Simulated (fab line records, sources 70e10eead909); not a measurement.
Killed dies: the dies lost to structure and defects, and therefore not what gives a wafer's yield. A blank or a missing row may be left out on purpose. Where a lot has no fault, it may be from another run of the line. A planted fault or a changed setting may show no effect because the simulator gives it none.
fab line records	flow nandHarc
record: lots: 6	wafers: 18	lastDay: 32
route steps=1302 shown A_CHANNEL_HOLE_D2@581
lots that met no fault: from a run of the same line without faults
startH: start of the lot's first displayed wafer, in hours after the record's first day	waitH: hours elapsed since this lot's preceding step	" same as the row above	L1.1+2: a single row standing in for several wafers	- either no value or no given start	* or withheld: withheld	< > ~ a bound
route shown NAME@n: NAME is a module with steps in the file, n the number in the route of the first one	usual: mean/standard deviation taken from wafers without a fault	same: alike in all rows	chamber/n: place in a boat	sites: per-site readings	_std_site: the standard deviation of these	_edge_site: the outer-site mean with the inner-site mean subtracted	radiusMm: for every site, how far away it sits from the centre of the wafer	mask NAME#n: copy n	behind: the tool/chamber that last shaped the wafer	hold: the reason the lot was held/the length of the hold in hours/how it ended	device: which transistor (n, p or np) failed to switch	end of line: tests run on the same wafers once the route is complete	a step without rows: its recipe alone	killed: count of dies lost to structure and defects at first sort (not the wafer's yield)	map: a wafer's dies, x killed, . not, _ none there
set.NAME: the setting the step ran with; set.NAME@STEP: the setting that earlier step ran with	model.NAME: the simulator's own value behind a step, which no gauge read
lots seen at some steps along the route; tables by step, rows by wafer
services: the hour from which a tool's chamber was out of use, counted from the record's first day as startH (under 0 if before that day), plus the number of hours and why
== steps ==
step: NHARC_A_CHANNEL_HOLE_D2_DEVELOP_09
recipe: developTimeS: 35	devTempC: 23
step: NHARC_A_CHANNEL_HOLE_D2_CD_MEAS_10
recipe: targetCdNm: 100	landingEnergyEv: 500
usual: cdNm: 100.1/0.52
lot.wafer	tool	chamber	startH	waitH	cdNm
L938.1	cdSem-01	0	288.00	-	100.6
L938.3	"	0	"	"	100.7
L938.6	"	0	"	"	100.4
L946.2	cdSem-01	0	363.83	-	100.4
L946.5	"	0	"	"	100.3
L946.6	"	0	"	"	100.7
L948.1	cdSem-03	0	390.30	-	99.6
L948.2	"	0	"	"	99.6
L948.6	"	0	"	"	99.5
L949.3	cdSem-03	0	392.06	-	100.3
L949.4	"	0	"	"	100.0
L949.5	"	0	"	"	100.4
L956.2	cdSem-02	0	464.50	-	99.8
L956.3	"	0	"	"	100.0
L956.6	"	0	"	"	99.2
L959.1	cdSem-01	0	499.81	-	100.2
L959.2	"	0	"	"	100.7
L959.3	"	0	"	"	99.1
step: NHARC_A_CHANNEL_HOLE_D2_OVL_MEAS_11
usual: overlayXNm: 0.1/0.97	overlayYNm: 0.0/0.64
lot.wafer	tool	chamber	startH	waitH	overlayXNm	overlayYNm
L938.1	overlay-02	-	288.10	-	0.0	0.7
L938.3	"	-	"	"	0.1	0.8
L938.6	"	-	"	"	0.0	-0.1
L946.2	overlay-01	-	363.92	-	0.0	-0.3
L946.5	"	-	"	"	0.5	0.3
L946.6	"	-	"	"	0.5	0.1
L948.1	overlay-01	-	390.39	-	0.4	-0.1
L948.2	"	-	"	"	0.3	0.1
L948.6	"	-	"	"	-0.2	0.1
L949.3	overlay-02	-	392.14	-	-1.0	-0.9
L949.4	"	-	"	"	-0.3	-1.0
L949.5	"	-	"	"	-0.4	-0.6
L956.2	overlay-02	-	464.59	-	-0.1	-0.2
L956.3	"	-	"	"	0.2	-1.3
L956.6	"	-	"	"	0.4	-0.6
L959.1	overlay-01	-	499.90	-	1.3	-0.4
L959.2	"	-	"	"	1.1	-0.1
L959.3	"	-	"	"	1.0	-0.2
step: NHARC_A_CHANNEL_HOLE_D2_INSPECT_12
usual: rawDefectCount: 36/23
lot.wafer	tool	chamber	startH	waitH	rawDefectCount
L938.1	defectInspect-01	-	288.14	0.0	4
L938.3	"	-	"	"	7
L938.6	"	-	"	"	5
L946.2	defectInspect-01	-	363.95	0.0	53
L946.5	"	-	"	"	58
L946.6	"	-	"	"	71
L948.1	defectInspect-02	-	390.42	0.0	55
L948.2	"	-	"	"	55
L948.6	"	-	"	"	61
L949.3	defectInspect-01	-	392.18	0.0	6
L949.4	"	-	"	"	7
L949.5	"	-	"	"	9
L956.2	defectInspect-02	-	464.63	0.0	24
L956.3	"	-	"	"	21
L956.6	"	-	"	"	14
L959.1	defectInspect-01	-	499.94	0.0	22
L959.2	"	-	"	"	19
L959.3	"	-	"	"	27
step: NHARC_A_CHANNEL_HOLE_D2_DESCUM_15
recipe: timeS: 3	o2FlowSccm: 200	arFlowSccm: 0	biasPowerW: 0	chemistry: O2
step: NHARC_A_CHANNEL_HOLE_D2_ETCH_38
recipe: targetDepthA: 390	overEtchFrac: 0.3	timeS: 65	ionEnergyEv: 80	cf4FlowSccm: 150	arFlowSccm: 0	rfW: 300	biasW: 100	chemistry: CF4
step: NHARC_A_CHANNEL_HOLE_D2_ETCH_39
recipe: targetDepthA: 2600	overEtchFrac: 0.3	timeS: 325	ionEnergyEv: 200	n2FlowSccm: 150	h2FlowSccm: 150	arFlowSccm: 0	rfW: 400	biasW: 150	chemistry: N2/H2
usual: drypumpMotorCurrentA: 5.6/0.43	h2FlowSccm: 150.0/0.48	oesProductAu: 0.999/0.0089	rfFwdPowerW: 399.4/1.3	rfVppV: 430.0/2.4	showerheadPlenumPTorr: 2.02/0.081	throttleValvePct: 14.170/0.0094
lot.wafer	tool	chamber	startH	waitH	drypumpMotorCurrentA	h2FlowSccm	oesProductAu	rfFwdPowerW	rfHoursCounterH	rfVppV	showerheadPlenumPTorr	throttleValvePct
L938.1	rieDiel-01	2	-	-	6.0	150.2	0.991	399.7	4.1	433.4	2.14	14.173
L938.3	"	3	"	"	6.3	149.3	1.004	398.1	3.8	432.0	2.10	14.178
L938.6	"	0	"	"	5.2	150.3	0.999	400.5	-	429.9	1.99	14.178
L946.2	rieDiel-01	2	-	-	6.0	149.9	1.003	400.3	7.9	433.0	2.14	14.167
L946.6	"	2	"	"	6.0	149.6	1.001	398.7	-	433.5	2.14	14.148
L946.5	"	3	"	"	6.3	151.0	0.985	398.5	-	431.8	2.10	14.184
L948.1	rieDiel-10	1	-	-	5.5	148.8	1.010	400.3	8.8	432.7	2.14	14.154
L948.2	"	0	"	"	6.0	150.0	1.004	398.8	8.9	432.0	2.16	14.187
L948.6	"	1	"	"	5.5	149.6	1.020	402.1	-	433.5	2.14	14.179
L949.3	rieDiel-06	1	-	-	5.7	150.1	1.003	401.8	4.4	426.6	1.94	14.173
L949.4	"	1	"	"	5.8	149.7	0.998	400.5	-	428.3	1.94	14.163
L949.5	"	3	"	"	6.2	149.1	1.010	398.9	-	428.8	2.00	14.180
L956.2	rieDiel-10	2	-	-	5.4	149.9	1.012	399.8	3.1	428.7	2.02	14.167
L956.3	"	0	"	"	6.0	150.1	1.016	399.8	2.6	433.0	2.16	14.172
L956.6	"	3	"	"	5.6	149.7	1.008	398.8	-	426.7	1.92	14.176
L959.1	rieDiel-01	3	-	-	6.2	150.1	1.000	400.3	6.3	432.9	2.10	14.170
L959.3	"	0	"	"	5.2	150.5	0.987	397.8	4.9	428.9	1.99	14.174
L959.2	"	2	"	"	6.0	150.1	0.994	399.4	6.5	435.0	2.14	14.200
step: NHARC_A_CHANNEL_HOLE_D2_ETCH_34
recipe: targetDepthA: 1540	timeS: 77	cf4FlowSccm: 100	chf3FlowSccm: 30	arFlowSccm: 0	rfW: 500	biasW: 200	chemistry: CF4/CHF3
step: NHARC_A_CHANNEL_HOLE_D2_ETCH_16
recipe: targetDepthA: 31000	overEtchFrac: 0.3	timeS: 806	ionEnergyEv: 150	o2FlowSccm: 400	cosFlowSccm: 20	arFlowSccm: 0	rfW: 500	biasW: 300	chemistry: O2/COS
step: NHARC_A_CHANNEL_HOLE_D2_CD_MEAS_18
usual: cdNm: 100.5/2
lot.wafer	tool	chamber	startH	waitH	cdNm
L938.1	cdSem-01	-	289.31	-	99.0
L938.3	"	-	"	"	100.1
L938.6	"	-	"	"	99.7
L946.2	cdSem-02	-	365.12	-	102.3
L946.5	"	-	"	"	101.0
L946.6	"	-	"	"	100.8
L948.1	cdSem-02	-	391.59	-	99.1
L948.2	"	-	"	"	98.1
L948.6	"	-	"	"	96.8
L949.3	cdSem-03	-	393.56	-	100.7
L949.4	"	-	"	"	96.5
L949.5	"	-	"	"	100.4
L956.2	cdSem-03	-	465.80	-	103.9
L956.3	"	-	"	"	103.3
L956.6	"	-	"	"	98.9
L959.1	cdSem-01	-	501.11	-	100.8
L959.2	"	-	"	"	100.7
L959.3	"	-	"	"	103.2
step: NHARC_A_CHANNEL_HOLE_D2_ETCH_19
recipe: biasV: 1200	sourceW: 2500	pressureMtorr: 15	timeS: 34.5	arFlowSccm: 375	c4f8FlowSccm: 28.8	o2FlowSccm: 96.2	tempC: -20	targetDepthA: *	chemistry: C4F8/O2/Ar
step: NHARC_A_CHANNEL_HOLE_D2_ETCH_20
recipe: biasV: 3000	sourceW: withheld	pressureMtorr: 20	timeS: 361.9	arFlowSccm: 375	c4f8FlowSccm: 89.3	o2FlowSccm: 35.7	tempC: -20	targetDepthA: 16000	chemistry: C4F8/O2/Ar
step: NHARC_A_CHANNEL_HOLE_D2_ETCH_21
recipe: biasV: 3000	sourceW: withheld	pressureMtorr: 20	timeS: 514.3	arFlowSccm: 375	c4f8FlowSccm: 89.3	o2FlowSccm: 35.7	tempC: -20	targetDepthA: 16000	chemistry: C4F8/O2/Ar
usual: drypumpMotorCurrentA: 6.0/0.73	showerheadPlenumPTorr: 3.66/0.16	tempC: -20.00/0.11	throttleValvePct: 32.155/0.0092
lot.wafer	tool	chamber	startH	waitH	drypumpMotorCurrentA	rfHoursCounterH	showerheadPlenumPTorr	tempC	throttleValvePct
L938.1	harEtch-02	1	291.43	0.3	4.9	355	3.73	-20.02	32.155
L938.3	"	1	"	"	4.9	-	3.73	-19.95	32.155
L938.6	"	1	"	"	4.9	-	3.73	-20.07	32.155
L946.2	harEtch-02	0	365.61	0.3	6.7	393	3.45	-19.87	32.152
L946.5	"	0	"	"	6.7	-	3.45	-20.04	32.142
L946.6	"	1	"	"	4.9	-	3.71	-19.87	32.146
L948.2	harEtch-02	0	396.22	0.3	6.7	0	3.93	-20.14	32.150
L948.1	"	1	"	"	4.9	0	3.71	-19.95	32.145
L948.6	"	0	"	"	6.7	-	3.93	-20.16	32.160
L949.4	harEtch-02	0	400.50	0.3	6.7	-	3.93	-19.99	32.149
L949.3	"	1	"	"	4.9	-	3.70	-20.21	32.140
L949.5	"	1	"	"	4.9	-	3.70	-20.22	32.162
L956.2	harEtch-02	1	467.90	0.3	4.9	46	3.68	-19.94	32.141
L956.3	"	0	"	"	6.7	-	3.91	-20.17	32.158
L956.6	"	1	"	"	4.9	-	3.68	-20.05	32.148
L959.2	harEtch-01	1	501.60	0.3	6.5	268	3.43	-20.00	32.147
L959.1	"	0	"	"	5.9	268	3.63	-20.07	32.149
L959.3	"	0	"	"	5.8	-	3.63	-20.14	32.161
step: NHARC_A_CHANNEL_HOLE_D2_ETCH_22
recipe: biasV: 3000	sourceW: withheld	pressureMtorr: 20	timeS: 666.7	arFlowSccm: 375	c4f8FlowSccm: 89.3	o2FlowSccm: 35.7	tempC: -20	targetDepthA: 16000	chemistry: C4F8/O2/Ar
step: NHARC_A_CHANNEL_HOLE_D2_ETCH_23
recipe: biasV: 5000	sourceW: withheld	pressureMtorr: 20	timeS: 819	arFlowSccm: 375	c4f8FlowSccm: 89.3	o2FlowSccm: 35.7	tempC: -20	targetDepthA: 16000	chemistry: C4F8/O2/Ar
step: NHARC_A_CHANNEL_HOLE_D2_ETCH_24
recipe: biasV: 5000	sourceW: withheld	pressureMtorr: 20	timeS: 906.2	arFlowSccm: 375	c4f8FlowSccm: 93.8	o2FlowSccm: 31.2	tempC: -20	targetDepthA: 15000	chemistry: C4F8/O2/Ar
usual: drypumpMotorCurrentA: 6.0/0.73	showerheadPlenumPTorr: 3.65/0.16	tempC: -20.02/0.11	throttleValvePct: 32.237/0.01
lot.wafer	tool	chamber	startH	waitH	drypumpMotorCurrentA	rfHoursCounterH	showerheadPlenumPTorr	tempC	throttleValvePct
L938.1	harEtch-02	1	293.19	0.6	4.9	356	3.73	-20.08	32.227
L938.3	"	1	"	"	4.9	-	3.73	-20.06	32.236
L938.6	"	1	"	"	4.9	-	3.73	-20.10	32.249
L946.2	harEtch-02	0	367.30	0.6	6.7	395	3.45	-20.15	32.256
L946.5	"	0	"	"	6.7	-	3.45	-19.93	32.247
L946.6	"	1	"	"	4.9	-	3.71	-19.99	32.230
L948.2	harEtch-02	0	397.90	0.6	6.7	2	3.93	-20.10	32.240
L948.1	"	1	"	"	5.0	2	3.70	-20.12	32.249
L948.6	"	0	"	"	6.7	-	3.93	-20.04	32.240
L949.4	harEtch-02	0	402.32	0.6	6.7	-	3.92	-19.99	32.227
L949.3	"	1	"	"	5.0	-	3.70	-20.08	32.240
L949.5	"	1	"	"	5.0	-	3.70	-20.10	32.230
L956.2	harEtch-02	1	469.62	0.6	5.0	48	3.68	-20.19	32.225
L956.3	"	0	"	"	6.7	-	3.90	-20.16	32.244
L956.6	"	1	"	"	5.0	-	3.68	-20.13	32.215
L959.2	harEtch-01	1	503.30	0.6	6.6	269	3.43	-19.92	32.239
L959.1	"	0	"	"	5.9	269	3.63	-20.01	32.225
L959.3	"	0	"	"	5.9	-	3.63	-20.12	32.231
step: NHARC_A_CHANNEL_HOLE_D2_ETCH_25
recipe: biasV: 5000	sourceW: withheld	pressureMtorr: 20	timeS: 1040.2	arFlowSccm: 375	c4f8FlowSccm: 93.8	o2FlowSccm: 31.2	tempC: -20	targetDepthA: 15000	chemistry: C4F8/O2/Ar
usual: drypumpMotorCurrentA: 6.0/0.73	showerheadPlenumPTorr: 3.65/0.16	tempC: -20.00/0.097	throttleValvePct: 32.235/0.0095
lot.wafer	tool	chamber	startH	waitH	drypumpMotorCurrentA	rfHoursCounterH	showerheadPlenumPTorr	tempC	throttleValvePct
L938.1	harEtch-02	1	293.99	0.7	5.0	357	3.73	-19.98	32.235
L938.3	"	1	"	"	5.0	-	3.73	-19.91	32.226
L938.6	"	1	"	"	5.0	-	3.73	-19.99	32.219
L946.2	harEtch-02	0	368.07	0.6	6.7	396	3.45	-19.95	32.233
L946.5	"	0	"	"	6.7	-	3.45	-19.93	32.242
L946.6	"	1	"	"	4.9	-	3.71	-20.06	32.237
L948.2	harEtch-02	0	398.66	0.6	6.7	3	3.93	-20.04	32.230
L948.1	"	1	"	"	4.9	3	3.70	-20.09	32.236
L948.6	"	0	"	"	6.7	-	3.93	-20.06	32.246
L949.4	harEtch-02	0	403.13	0.7	6.7	-	3.92	-20.06	32.235
L949.3	"	1	"	"	5.0	-	3.70	-19.99	32.225
L949.5	"	1	"	"	4.9	-	3.70	-19.85	32.220
L956.2	harEtch-02	1	470.38	0.6	4.9	48	3.68	-19.94	32.231
L956.3	"	0	"	"	6.7	-	3.90	-20.11	32.226
L956.6	"	1	"	"	5.0	-	3.68	-19.98	32.236
L959.2	harEtch-01	1	504.07	0.6	6.6	270	3.43	-19.97	32.245
L959.1	"	0	"	"	5.9	270	3.63	-20.01	32.232
L959.3	"	0	"	"	5.8	-	3.63	-19.98	32.252
step: NHARC_A_CHANNEL_HOLE_D2_ETCH_26
recipe: biasV: 300	sourceW: 2000	pressureMtorr: 30	timeS: 224.1	arFlowSccm: 375	c4f8FlowSccm: 11.4	o2FlowSccm: 113.6	tempC: -20	targetDepthA: 3000	chemistry: C4F8/O2/Ar
step: NHARC_A_CHANNEL_HOLE_D2_ETCH_27
recipe: biasV: 400	sourceW: 2000	pressureMtorr: 25	timeS: 90	arFlowSccm: 375	c4f8FlowSccm: 41.7	o2FlowSccm: 83.3	tempC: -20	targetDepthA: 4000	chemistry: C4F8/O2/Ar
usual: drypumpMotorCurrentA: 6.0/0.73	rfFwdPowerW: 1984/7.1	showerheadPlenumPTorr: 3.69/0.16	tempC: -20.00/0.11	throttleValvePct: 27.620/0.0089
lot.wafer	tool	chamber	startH	waitH	drypumpMotorCurrentA	rfFwdPowerW	rfHoursCounterH	showerheadPlenumPTorr	tempC	throttleValvePct
L938.1	harEtch-02	1	294.95	0.2	4.9	1980	358	3.77	-20.03	27.629
L938.3	"	1	"	"	4.9	1986	-	3.77	-19.88	27.607
L938.6	"	1	"	"	4.9	1988	-	3.77	-19.95	27.623
L946.2	harEtch-02	0	369.16	0.2	6.7	1978	397	3.48	-19.87	27.613
L946.5	"	0	"	"	6.7	1983	-	3.48	-19.90	27.613
L946.6	"	1	"	"	4.9	1995	-	3.75	-20.01	27.614
L948.2	harEtch-02	0	399.74	0.2	6.7	1994	4	3.98	-20.02	27.626
L948.1	"	1	"	"	5.0	1987	4	3.75	-20.10	27.619
L948.6	"	0	"	"	6.7	1986	-	3.98	-20.04	27.621
L949.4	harEtch-02	0	403.98	0.2	6.7	1977	-	3.98	-19.99	27.611
L949.3	"	1	"	"	4.9	1983	-	3.74	-20.01	27.626
L949.5	"	1	"	"	4.9	1992	-	3.74	-20.06	27.615
L956.2	harEtch-02	1	471.46	0.2	4.9	1994	49	3.72	-20.11	27.616
L956.3	"	0	"	"	6.7	1979	-	3.95	-20.05	27.616
L956.6	"	1	"	"	4.9	1995	-	3.72	-20.05	27.623
L959.2	harEtch-01	1	505.15	0.2	6.6	1986	271	3.46	-19.96	27.614
L959.1	"	0	"	"	5.9	1976	271	3.67	-20.09	27.639
L959.3	"	0	"	"	5.8	1981	-	3.67	-19.91	27.624
step: NHARC_A_CHANNEL_HOLE_D2_STRIP_41
recipe: n2FlowSccm: 150	h2FlowSccm: 150	arFlowSccm: 0	biasW: 0	chemistry: N2/H2
step: NHARC_A_CHANNEL_HOLE_D2_STRIP_42
recipe: cf4FlowSccm: 100	chf3FlowSccm: 30	arFlowSccm: 0	biasW: 0	chemistry: CF4/CHF3
step: NHARC_A_CHANNEL_HOLE_D2_STRIP_43
recipe: o2FlowSccm: 400	cosFlowSccm: 20	arFlowSccm: 0	biasW: 0	chemistry: O2/COS
step: NHARC_A_CHANNEL_HOLE_D2_ETCH_44
recipe: targetDepthA: 1400	overetchA: 140	timeS: 77	ionEnergyEv: 100	cf4FlowSccm: 80	o2FlowSccm: 20	arFlowSccm: 0	rfW: 300	biasW: 100	chemistry: CF4/O2
step: NHARC_A_CHANNEL_HOLE_D2_STRIP_28
recipe: o2FlowSccm: 500	arFlowSccm: 0	biasW: 0	chemistry: O2
usual: drypumpMotorCurrentA: 5.6/0.45	oesProductAu: 0.998/0.01	rfVppV: 57.7/0.85	showerheadPlenumPTorr: 3.48/0.12	throttleValvePct: 17.036/0.0086
lot.wafer	tool	chamber	startH	waitH	drypumpMotorCurrentA	oesProductAu	rfHoursCounterH	rfVppV	showerheadPlenumPTorr	throttleValvePct
L938.3	rieDiel-06	3	-	-	6.1	0.989	8.2	57.7	3.48	17.041
L938.1	"	2	"	"	5.5	1.003	8.2	59.3	3.39	17.026
L938.6	"	3	"	"	6.1	0.978	-	57.3	3.48	17.049
L946.2	rieDiel-01	2	-	-	6.0	0.990	8.4	58.1	3.69	17.026
L946.5	"	2	"	"	6.0	0.992	-	57.8	3.69	17.034
L946.6	"	3	"	"	6.3	0.990	-	58.2	3.62	17.047
L948.1	rieDiel-01	3	-	-	6.2	0.994	0.7	58.2	3.62	17.028
L948.2	"	0	"	"	5.2	0.984	0.7	57.9	3.45	17.026
L948.6	"	2	"	"	6.0	0.982	-	57.7	3.69	17.017
L949.3	rieDiel-06	3	-	-	6.2	0.993	5.7	59.1	3.47	17.032
L949.4	"	0	"	"	4.7	0.989	4.6	57.9	3.42	17.029
L949.5	"	1	"	"	5.7	0.991	-	58.0	3.38	17.029
L956.3	rieDiel-10	2	-	-	5.4	1.012	3.6	58.1	3.49	17.040
L956.2	"	3	"	"	5.6	1.015	3.3	55.6	3.35	17.021
L956.6	"	0	"	"	6.1	1.012	-	58.9	3.71	17.048
L959.3	rieDiel-10	2	-	-	5.4	1.007	5.6	57.8	3.49	17.043
L959.1	"	3	"	"	5.6	1.012	5.2	56.2	3.35	17.049
L959.2	"	1	"	"	5.5	0.997	5.0	58.0	3.69	17.040
step: NHARC_A_CHANNEL_HOLE_D2_PRECLEAN_29
recipe: timeS: *	tempC: 50	bathAgeMin: 0	chemistry: SC1
step: NHARC_A_CHANNEL_HOLE_D2_SRD_30
step: NHARC_A_CHANNEL_HOLE_D2_CD_MEAS_31
usual: cdNm: 90.4/1.2
lot.wafer	tool	chamber	startH	waitH	cdNm
L938.1	cdSem-01	-	296.47	-	90.4
L938.3	"	-	"	"	89.4
L938.6	"	-	"	"	88.2
L946.2	cdSem-02	-	370.71	-	90.9
L946.5	"	-	"	"	90.7
L946.6	"	-	"	"	92.8
L948.1	cdSem-01	-	401.28	-	89.9
L948.2	"	-	"	"	89.6
L948.6	"	-	"	"	90.1
L949.3	cdSem-03	-	405.47	-	91.0
L949.4	"	-	"	"	90.9
L949.5	"	-	"	"	91.8
L956.2	cdSem-02	-	473.03	-	90.5
L956.3	"	-	"	"	93.0
L956.6	"	-	"	"	90.7
L959.1	cdSem-01	-	506.74	0.1	90.7
L959.2	"	-	"	"	91.6
L959.3	"	-	"	"	88.3
step: NHARC_A_CHANNEL_HOLE_D2_XSEM_32
recipe: landingEnergyEv: 35000
usual: botCdNm: 75.0/1.3	bowNm: 8.61/0.29	tiltDeg: 0.09/0.04
lot.wafer	tool	chamber	startH	waitH	botCdNm	bowNm	tiltDeg
L938.1	xsem-02	0	296.56	0.1	74.8	8.77	0.09
L938.3	"	0	"	"	73.9	8.79	0.09
L938.6	"	0	"	"	73.1	8.75	0.09
L946.2	xsem-01	0	370.79	0.1	74.9	8.82	0.13
L946.5	"	0	"	"	75.1	8.85	0.14
L946.6	"	0	"	"	76.1	8.83	0.14
L948.1	xsem-01	0	401.36	0.1	73.5	8.80	0.05
L948.2	"	0	"	"	74.3	9.80	0.06
L948.6	"	0	"	"	74.4	9.75	0.05
L949.3	xsem-01	0	405.56	0.1	75.1	8.13	0.08
L949.4	"	0	"	"	74.6	9.69	0.08
L949.5	"	0	"	"	76.3	8.18	0.08
L956.2	xsem-01	0	473.11	0.1	75.4	8.61	0.12
L956.3	"	0	"	"	77.3	8.56	0.12
L956.6	"	0	"	"	75.5	8.61	0.12
L959.1	xsem-02	0	506.83	0.1	75.9	8.75	0.02
L959.2	"	0	"	"	77.0	8.75	0.02
L959.3	"	0	"	"	73.3	8.75	0.02
step: NHARC_A_CHANNEL_HOLE_D2_INSPECT_40
usual: rawDefectCount: 287/85
lot.wafer	tool	chamber	startH	waitH	rawDefectCount
L938.1	defectInspect-01	-	296.66	-	271
L938.3	"	-	"	"	213
L938.6	"	-	"	"	301
L946.2	defectInspect-01	-	370.89	-	408
L946.5	"	-	"	"	323
L946.6	"	-	"	"	375
L948.1	defectInspect-02	-	401.46	-	266
L948.2	"	-	"	"	379
L948.6	"	-	"	"	325
L949.3	defectInspect-01	-	405.65	-	187
L949.4	"	-	"	"	167
L949.5	"	-	"	"	218
L956.2	defectInspect-02	-	473.21	-	309
L956.3	"	-	"	"	593
L956.6	"	-	"	"	295
L959.1	defectInspect-02	-	506.93	-	186
L959.2	"	-	"	"	191
L959.3	"	-	"	"	204
== services ==
tool	chamber	startH	hours	kind
rieDiel-06	1	270.61	8.8	repair
rieDiel-06	-	307.20	9.0	pm
rieDiel-01	1	327.54	3.7	repair
xsem-02	-	370.58	3.3	repair
xsem-01	-	374.00	14.0	pm
harEtch-02	-	378.80	17.0	pm
harEtch-02	0	378.80	17.0	ventCycle
harEtch-02	1	378.80	17.0	ventCycle
rieDiel-01	-	380.84	9.0	pm
rieDiel-06	0	390.70	9.6	repair
harEtch-02	0	395.80	-	clean
harEtch-02	0	395.80	-	consumableReplace:focusRing
harEtch-02	0	395.80	-	consumableReplace:showerhead
harEtch-02	1	395.80	-	clean
rieDiel-01	0	401.45	4.7	repair
rieDiel-10	-	419.56	9.0	pm
rieDiel-10	-	455.59	1.9	repair
rieDiel-06	3	458.55	45.8	repair
rieDiel-01	0	468.66	11.7	repair
rieDiel-01	3	472.49	14.8	repair
harEtch-01	-	480.02	10.0	repair
rieDiel-10	-	481.22	1.0	repair
rieDiel-06	-	484.22	9.0	pm
rieDiel-10	1	501.05	2.6	repair
== key ==
firstSign: step: NHARC_A_CHANNEL_HOLE_D2_XSEM_32	reading: bowNm	direction: up	sigmas: 3.9	usual: 8.61	struck: 9.75
effect none on later readings
metAt NHARC_A_CHANNEL_HOLE_D2_ETCH_21
struckWafers L948.2,L948.6,L949.4
testerLeftOut L948,L949
onsetBetween 365.61 396.22
fault: kind: processParameterDrift	tool: harEtch-02	chamber: 0	onsetH: 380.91	steps: NHARC_A_CHANNEL_HOLE_D2_ETCH_21	channel: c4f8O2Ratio	offset: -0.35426	shape: step	endH: 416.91	actsIn: theseRecipesOnly	stated: 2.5
testerLeftOut: of these lots the tester's yield and bins aren't shown, on N5 and GAA mostly nor the transistor test; their killed dies are dies lost to structure and defects alone, not to doping, threshold or leakage, so they don't give the yield
